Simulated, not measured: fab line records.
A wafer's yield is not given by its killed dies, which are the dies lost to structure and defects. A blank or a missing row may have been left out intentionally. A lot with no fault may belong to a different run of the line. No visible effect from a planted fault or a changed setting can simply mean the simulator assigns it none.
Split-lot trial | flow n5Finfet | route with 1938 steps; 7 lots, 21 wafers read

THE SPLIT ITSELF
At N5_BEOL_M15_TRENCH_ETCH_34 (etches SiO2 in C4F8/O2/Ar, target depth 872.93 nm, time 199 s), the setting timeS was moved away from the recipe's 199 s on 8 of the 21 wafers read, by -15.3% to +21.0%. The other wafers ran this setting at the recipe's value.

FROM THE SPLIT TO THE READING: what the file shows between them, 4 steps
- N5_BEOL_M15_STRIP_36: strips in O2
- N5_BEOL_M15_ECD_47: material Cu, target thk 1860 nm
- N5_BEOL_M15_ANNEAL_48: time 90 s
- N5_BEOL_M15_CMP_49: polishes, stops on SiO2, t overpolish 4.9 s, target thk 850 nm

THE READING
M15_THK, in nm, at N5_BEOL_M15_THK_MEAS_50 (measures by xrf). On this fab line, fault-free wafers typically give 841 nm with a standard deviation of 26 nm.

wafer  | tool, chamber at the split | timeS as run, s | against the recipe | M15_THK, nm | against lot-mates on the recipe
L074.2 | rieDiel-01, 1              | 199             | recipe             | 846         | -
L074.4 | rieDiel-01, 0              | 199             | recipe             | 864         | -
L074.6 | rieDiel-01, 2              | 199             | recipe             | 861         | -
L075.1 | rieDiel-02, 2              | 199             | recipe             | 909         | -
L075.4 | rieDiel-02, 0              | 240.7           | +21.0%             | 1032        | +123
L075.5 | rieDiel-02, 3              | 240.7           | +21.0%             | 998         | +89
L078.1 | rieDiel-03, 0              | 168.5           | -15.3%             | 695         | -131
L078.3 | rieDiel-03, 1              | 168.5           | -15.3%             | 713         | -113
L078.6 | rieDiel-03, 0              | 199             | recipe             | 826         | -
L090.4 | rieDiel-02, 3              | 199             | recipe             | 835         | -
L090.5 | rieDiel-02, 2              | 199             | recipe             | 927         | -
L090.6 | rieDiel-02, 1              | 229.1           | +15.1%             | 946         | +65
L089.1 | rieDiel-01, 1              | 199             | recipe             | 832         | -
L089.3 | rieDiel-01, 3              | 199             | recipe             | 815         | -
L089.4 | rieDiel-01, 2              | 199             | recipe             | 839         | -
L091.2 | rieDiel-01, 0              | 185.5           | -6.8%              | 788         | -60
L091.3 | rieDiel-01, 2              | 199             | recipe             | 852         | -
L091.4 | rieDiel-01, 0              | 199             | recipe             | 845         | -
L096.1 | rieDiel-01, 3              | 222             | +11.6%             | 936         | +94
L096.3 | rieDiel-01, 1              | 222             | +11.6%             | 908         | +66
L096.5 | rieDiel-01, 0              | 199             | recipe             | 842         | -

FIT RESULTS
A straight line over all 21 wafers: M15_THK changes by +7.99 nm for each +1% of timeS; r = +0.94; the points scatter about the line by 29 nm.
The same after taking each lot's own level away (the mean of its wafers on the recipe; 21 wafers): +6.19 nm for each +1%; r = +0.94; scatter 22 nm.
On that fit, the largest move of timeS shifts the reading by 1.3e+02 nm.
From 826.0 to 909.0 nm: that is the span of the lots' own levels, equal to 3.2 times the standard deviation above.
Hence the slope depends on the lot-to-lot level, as the two fits are not the same.
Check: +123 nm against its lot-mates is what the line predicts for one of the wafers moved furthest among these (+21.0%) when that wafer is left out of the fit. It came out at +123 nm against them.

ADDITIONAL SPLITS CARRIED BY THESE WAFERS
Other splits were also applied to these wafers ahead of the reading. Each is held against what the fit with the lots' levels taken away leaves over:
other split on the same wafers | wafers away from the commonest value | r with M15_THK (lot level and that fit taken away)
N5_BEOL_M12_PEB_08 pebTimeS    | 6                                    | -0.14
N5_BEOL_M13_COAT_65 spinRpm    | 8                                    | -0.19

THE WHOLE CHAIN: every reading that the file lists as answering this split, in the file's order
step                       | what it does                                                   | reading                                                                      | change (the file's fit)              | r (the file's)
N5_BEOL_M15_TRENCH_ETCH_34 | etches SiO2 in C4F8/O2/Ar, target depth 872.93 nm, time 199 s  | etch.depthNm (the simulator's own value, which no gauge read)                | +6.07 nm for each +1% of the setting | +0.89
N5_BEOL_M15_CMP_49         | polishes, stops on SiO2, t overpolish 4.9 s, target thk 850 nm | Cu_of_BEOL_M15_ECD_47.thkNm (the simulator's own value, which no gauge read) | +6.06 nm for each +1% of the setting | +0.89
N5_BEOL_M15_THK_MEAS_50    | measures by xrf                                                | M15_THK                                                                      | +5.91 for each +1% of the setting    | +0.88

FILE'S OWN FIT
M15_THK changes by +5.91 nm for each +1% of timeS, r = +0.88.
